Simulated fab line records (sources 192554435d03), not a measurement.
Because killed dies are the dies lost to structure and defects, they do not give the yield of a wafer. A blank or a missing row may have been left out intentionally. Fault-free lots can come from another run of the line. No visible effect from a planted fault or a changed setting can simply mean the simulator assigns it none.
Which tool was responsible? || flow n5_finfet || 37 wafers from 15 lots sampled at 3 of the route's 1938 steps

== WHAT THE GAUGES READ, wafer by wafer ==
N5_FIN_CUT_OVL_MEAS_09. Usual: FIN_CUT_OVL typically reads 0.6 nm, with standard deviation 0.7.
{"lot": "L339", "measured": "day 2 08:22", "on": "overlay-02", "FIN_CUT_OVL (nm)": "1.4 1.3 1.1", "flag": ""}
{"lot": "L341", "measured": "day 2 21:32", "on": "overlay-01", "FIN_CUT_OVL (nm)": "1.0 0.4", "flag": ""}
{"lot": "L342", "measured": "day 3 03:15", "on": "overlay-01", "FIN_CUT_OVL (nm)": "1.0 0.6", "flag": ""}
{"lot": "L343", "measured": "day 3 11:04", "on": "overlay-01", "FIN_CUT_OVL (nm)": "0.5 0.0", "flag": ""}
{"lot": "L344", "measured": "day 3 14:37", "on": "overlay-01", "FIN_CUT_OVL (nm)": "0.0 -1.1", "flag": ""}
{"lot": "L345", "measured": "day 3 22:40", "on": "overlay-01", "FIN_CUT_OVL (nm)": "0.2 -0.1", "flag": ""}
{"lot": "L347", "measured": "day 4 09:01", "on": "overlay-02", "FIN_CUT_OVL (nm)": "0.3 0.1", "flag": ""}
{"lot": "L348", "measured": "day 4 15:13", "on": "overlay-02", "FIN_CUT_OVL (nm)": "0.5 -0.2 0.2", "flag": ""}
{"lot": "L350", "measured": "day 5 03:44", "on": "overlay-01", "FIN_CUT_OVL (nm)": "1.2 -0.8 0.1", "flag": ""}
{"lot": "L351", "measured": "day 5 09:44", "on": "overlay-02", "FIN_CUT_OVL (nm)": "1.0 0.3", "flag": ""}
{"lot": "L352", "measured": "day 5 14:23", "on": "overlay-02", "FIN_CUT_OVL (nm)": "- - -", "flag": "OFF"}
{"lot": "L353", "measured": "day 5 20:57", "on": "overlay-01", "FIN_CUT_OVL (nm)": "- - -", "flag": "OFF"}
{"lot": "L354", "measured": "day 6 04:12", "on": "overlay-01", "FIN_CUT_OVL (nm)": "- - -", "flag": "OFF"}
{"lot": "L356", "measured": "day 6 15:19", "on": "overlay-02", "FIN_CUT_OVL (nm)": "-0.7 1.1", "flag": ""}
{"lot": "L361", "measured": "day 8 01:33", "on": "overlay-01", "FIN_CUT_OVL (nm)": "1.1 1.2 0.9", "flag": ""}

== WHAT TOOL EACH LOT RAN ON (gives the tool, then ch and the chambers of the sampled wafers, and finally the start) ==
{"lot": "L339", "N5_FIN_SAQP_HM_OPEN_33": "rie_diel-05 ch 0,2,3, day 2 07:30", "N5_FIN_CUT_PEB_06": "litho_track-01 ch 0, day 2 08:14"}
{"lot": "L341", "N5_FIN_SAQP_HM_OPEN_33": "rie_diel-01 ch 0,3, day 2 20:40", "N5_FIN_CUT_PEB_06": "litho_track-04 ch 0, day 2 21:26"}
{"lot": "L342", "N5_FIN_SAQP_HM_OPEN_33": "rie_diel-05 ch 2,3, day 3 02:23", "N5_FIN_CUT_PEB_06": "litho_track-04 ch 0, day 3 03:09"}
{"lot": "L343", "N5_FIN_SAQP_HM_OPEN_33": "rie_diel-04 ch 0,1, day 3 10:04", "N5_FIN_CUT_PEB_06": "litho_track-01 ch 0, day 3 10:58"}
{"lot": "L344", "N5_FIN_SAQP_HM_OPEN_33": "rie_diel-04 ch 1,2, day 3 13:44", "N5_FIN_CUT_PEB_06": "litho_track-01 ch 0, day 3 14:31"}
{"lot": "L345", "N5_FIN_SAQP_HM_OPEN_33": "rie_diel-05 ch 3, day 3 21:44", "N5_FIN_CUT_PEB_06": "litho_track-02 ch 0, day 3 22:34"}
{"lot": "L347", "N5_FIN_SAQP_HM_OPEN_33": "rie_diel-05 ch 0,1, day 4 07:58", "N5_FIN_CUT_PEB_06": "litho_track-04 ch 0, day 4 08:53"}
{"lot": "L348", "N5_FIN_SAQP_HM_OPEN_33": "rie_diel-05 ch 0,1,3, day 4 14:20", "N5_FIN_CUT_PEB_06": "litho_track-04 ch 0, day 4 15:07"}
{"lot": "L350", "N5_FIN_SAQP_HM_OPEN_33": "rie_diel-01 ch 0,1,2, day 5 02:50", "N5_FIN_CUT_PEB_06": "litho_track-02 ch 0, day 5 03:37"}
{"lot": "L351", "N5_FIN_SAQP_HM_OPEN_33": "rie_diel-04 ch 0,2, day 5 08:46", "N5_FIN_CUT_PEB_06": "litho_track-02 ch 0, day 5 09:38"}
{"lot": "L352", "N5_FIN_SAQP_HM_OPEN_33": "rie_diel-01 ch 0,1, day 5 13:31", "N5_FIN_CUT_PEB_06": "litho_track-02, day 5 14:17"}
{"lot": "L353", "N5_FIN_SAQP_HM_OPEN_33": "rie_diel-01 ch 1,2,3, day 5 19:57", "N5_FIN_CUT_PEB_06": "litho_track-01, day 5 20:51"}
{"lot": "L354", "N5_FIN_SAQP_HM_OPEN_33": "rie_diel-05 ch 0,2, day 6 03:18", "N5_FIN_CUT_PEB_06": "litho_track-01, day 6 04:06"}
{"lot": "L356", "N5_FIN_SAQP_HM_OPEN_33": "rie_diel-01 ch 0,2, day 6 14:20", "N5_FIN_CUT_PEB_06": "litho_track-02 ch 0, day 6 15:13"}
{"lot": "L361", "N5_FIN_SAQP_HM_OPEN_33": "rie_diel-04 ch 0,1,3, day 8 00:40", "N5_FIN_CUT_PEB_06": "litho_track-01 ch 0, day 8 01:27"}
- N5_FIN_SAQP_HM_OPEN_33: chemistry CH3F/O2, target SiNx, target depth 49.4 nm, time 70.6 s.
- N5_FIN_CUT_PEB_06: peb time 60 s.

== AS READ BY THE TOOLS THEMSELVES (means over the sampled wafers that have a number; for cases with no such wafer, the mark the record gives instead) ==
N5_FIN_SAQP_HM_OPEN_33. Usual: drypump_motor_current_A 5.7 A, standard deviation 0.52; etch_rf_on_time_s 70.3 s, standard deviation 2.4; oes_product_au 0.69 a.u., standard deviation 0.087; rf_vpp_V 297 V, standard deviation 8.9; showerhead_plenum_p_Torr 2.00 Torr, standard deviation 0.048; throttle_valve_pct 16.46 %, standard deviation 0.24.
{"lot": "L339", "tool": "rie_diel-05", "drypump_motor_current_A (A)": 5.6, "etch_rf_on_time_s (s)": 72.2, "oes_product_au (a.u.)": 0.69, "rf_vpp_V (V)": 294, "showerhead_plenum_p_Torr (Torr)": 1.99, "throttle_valve_pct (%)": 16.48, "flag": ""}
{"lot": "L341", "tool": "rie_diel-01", "drypump_motor_current_A (A)": 6.2, "etch_rf_on_time_s (s)": 69.2, "oes_product_au (a.u.)": 0.73, "rf_vpp_V (V)": 305, "showerhead_plenum_p_Torr (Torr)": 2.04, "throttle_valve_pct (%)": 16.39, "flag": ""}
{"lot": "L342", "tool": "rie_diel-05", "drypump_motor_current_A (A)": 5.8, "etch_rf_on_time_s (s)": 72.2, "oes_product_au (a.u.)": 0.61, "rf_vpp_V (V)": 294, "showerhead_plenum_p_Torr (Torr)": 1.98, "throttle_valve_pct (%)": 16.64, "flag": ""}
{"lot": "L343", "tool": "rie_diel-04", "drypump_motor_current_A (A)": 5.7, "etch_rf_on_time_s (s)": 69.0, "oes_product_au (a.u.)": 0.76, "rf_vpp_V (V)": 283, "showerhead_plenum_p_Torr (Torr)": 2.00, "throttle_valve_pct (%)": 16.25, "flag": ""}
{"lot": "L344", "tool": "rie_diel-04", "drypump_motor_current_A (A)": 5.5, "etch_rf_on_time_s (s)": 68.8, "oes_product_au (a.u.)": 0.71, "rf_vpp_V (V)": 292, "showerhead_plenum_p_Torr (Torr)": 2.02, "throttle_valve_pct (%)": 16.46, "flag": ""}
{"lot": "L345", "tool": "rie_diel-05", "drypump_motor_current_A (A)": 5.0, "etch_rf_on_time_s (s)": 73.7, "oes_product_au (a.u.)": 0.57, "rf_vpp_V (V)": 295, "showerhead_plenum_p_Torr (Torr)": 1.99, "throttle_valve_pct (%)": 16.65, "flag": ""}
{"lot": "L347", "tool": "rie_diel-05", "drypump_motor_current_A (A)": 5.4, "etch_rf_on_time_s (s)": 69.1, "oes_product_au (a.u.)": 0.80, "rf_vpp_V (V)": 302, "showerhead_plenum_p_Torr (Torr)": 1.98, "throttle_valve_pct (%)": 16.22, "flag": ""}
{"lot": "L348", "tool": "rie_diel-05", "drypump_motor_current_A (A)": 5.3, "etch_rf_on_time_s (s)": 70.4, "oes_product_au (a.u.)": 0.72, "rf_vpp_V (V)": 299, "showerhead_plenum_p_Torr (Torr)": 1.98, "throttle_valve_pct (%)": 16.38, "flag": ""}
{"lot": "L350", "tool": "rie_diel-01", "drypump_motor_current_A (A)": 5.8, "etch_rf_on_time_s (s)": 71.4, "oes_product_au (a.u.)": 0.65, "rf_vpp_V (V)": 296, "showerhead_plenum_p_Torr (Torr)": 2.04, "throttle_valve_pct (%)": 16.61, "flag": ""}
{"lot": "L351", "tool": "rie_diel-04", "drypump_motor_current_A (A)": 5.6, "etch_rf_on_time_s (s)": 72.0, "oes_product_au (a.u.)": 0.63, "rf_vpp_V (V)": 294, "showerhead_plenum_p_Torr (Torr)": 1.94, "throttle_valve_pct (%)": 16.37, "flag": ""}
{"lot": "L352", "tool": "rie_diel-01", "drypump_motor_current_A (A)": 6.1, "etch_rf_on_time_s (s)": 69.3, "oes_product_au (a.u.)": 0.66, "rf_vpp_V (V)": 304, "showerhead_plenum_p_Torr (Torr)": 2.01, "throttle_valve_pct (%)": 16.58, "flag": ""}
{"lot": "L353", "tool": "rie_diel-01", "drypump_motor_current_A (A)": 5.7, "etch_rf_on_time_s (s)": 69.6, "oes_product_au (a.u.)": 0.66, "rf_vpp_V (V)": 295, "showerhead_plenum_p_Torr (Torr)": 2.05, "throttle_valve_pct (%)": 16.66, "flag": ""}
{"lot": "L354", "tool": "rie_diel-05", "drypump_motor_current_A (A)": 6.2, "etch_rf_on_time_s (s)": 72.4, "oes_product_au (a.u.)": 0.66, "rf_vpp_V (V)": 294, "showerhead_plenum_p_Torr (Torr)": 1.98, "throttle_valve_pct (%)": 16.54, "flag": ""}
{"lot": "L356", "tool": "rie_diel-01", "drypump_motor_current_A (A)": 5.8, "etch_rf_on_time_s (s)": 69.5, "oes_product_au (a.u.)": 0.67, "rf_vpp_V (V)": 292, "showerhead_plenum_p_Torr (Torr)": 2.08, "throttle_valve_pct (%)": 16.48, "flag": ""}
{"lot": "L361", "tool": "rie_diel-04", "drypump_motor_current_A (A)": 5.8, "etch_rf_on_time_s (s)": 68.5, "oes_product_au (a.u.)": 0.74, "rf_vpp_V (V)": 291, "showerhead_plenum_p_Torr (Torr)": 1.98, "throttle_valve_pct (%)": 16.22, "flag": ""}

N5_FIN_CUT_PEB_06. Usual: chill_plate_temp_C 22.99 C, standard deviation 0.097; exhaust_pa 44.8 Pa, standard deviation 0.88.
{"lot": "L339", "tool": "litho_track-01", "chill_plate_temp_C (C)": 22.97, "exhaust_pa (Pa)": 44.9, "flag": ""}
{"lot": "L341", "tool": "litho_track-04", "chill_plate_temp_C (C)": 23.02, "exhaust_pa (Pa)": 45.0, "flag": ""}
{"lot": "L342", "tool": "litho_track-04", "chill_plate_temp_C (C)": 23.00, "exhaust_pa (Pa)": 44.8, "flag": ""}
{"lot": "L343", "tool": "litho_track-01", "chill_plate_temp_C (C)": 23.16, "exhaust_pa (Pa)": 44.7, "flag": ""}
{"lot": "L344", "tool": "litho_track-01", "chill_plate_temp_C (C)": 22.95, "exhaust_pa (Pa)": 45.5, "flag": ""}
{"lot": "L345", "tool": "litho_track-02", "chill_plate_temp_C (C)": 22.95, "exhaust_pa (Pa)": 44.5, "flag": ""}
{"lot": "L347", "tool": "litho_track-04", "chill_plate_temp_C (C)": 22.93, "exhaust_pa (Pa)": 44.3, "flag": ""}
{"lot": "L348", "tool": "litho_track-04", "chill_plate_temp_C (C)": 22.97, "exhaust_pa (Pa)": 46.1, "flag": ""}
{"lot": "L350", "tool": "litho_track-02", "chill_plate_temp_C (C)": 23.05, "exhaust_pa (Pa)": 45.2, "flag": ""}
{"lot": "L351", "tool": "litho_track-02", "chill_plate_temp_C (C)": 23.00, "exhaust_pa (Pa)": 44.7, "flag": ""}
{"lot": "L352", "tool": "litho_track-02", "chill_plate_temp_C (C)": "-", "exhaust_pa (Pa)": "-", "flag": "OFF"}
{"lot": "L353", "tool": "litho_track-01", "chill_plate_temp_C (C)": "-", "exhaust_pa (Pa)": "-", "flag": "OFF"}
{"lot": "L354", "tool": "litho_track-01", "chill_plate_temp_C (C)": "-", "exhaust_pa (Pa)": "-", "flag": "OFF"}
{"lot": "L356", "tool": "litho_track-02", "chill_plate_temp_C (C)": 22.91, "exhaust_pa (Pa)": 45.5, "flag": ""}
{"lot": "L361", "tool": "litho_track-01", "chill_plate_temp_C (C)": 23.06, "exhaust_pa (Pa)": 43.7, "flag": ""}

== THE ANSWER, worked out from the rows above alone ==
Rule: a lot is off if the mean of its wafers that have a number lies more than 3 standard deviations from the usual mean. A lot without any number at a reading at which 4 lots or more have one is off too. Any other lot the step has rows for is counted as sound. The gauges are gone through in route order, then the tools' own readings, and for those a lot's mean is taken as printed above. The first step at which some lot is off is used, and at that step the reading that is off furthest; a lot without a number counts as furthest.
Off: L352, L353, L354, at N5_FIN_CUT_OVL_MEAS_09 (FIN_CUT_OVL). Without a number there: L352, L353, L354.
A tool fits if, at a process step before that reading, it ran every lot that is off, and no sound lot after the first of them. Not tried: the gauges at N5_FIN_CUT_OVL_MEAS_09; whatever is off there is also off at N5_FIN_CUT_PEB_06, on other tools, and gauge error can't account for it. Of those tried, none fits.

== WHAT WAS PUT IN BY THE SIMULATOR ==
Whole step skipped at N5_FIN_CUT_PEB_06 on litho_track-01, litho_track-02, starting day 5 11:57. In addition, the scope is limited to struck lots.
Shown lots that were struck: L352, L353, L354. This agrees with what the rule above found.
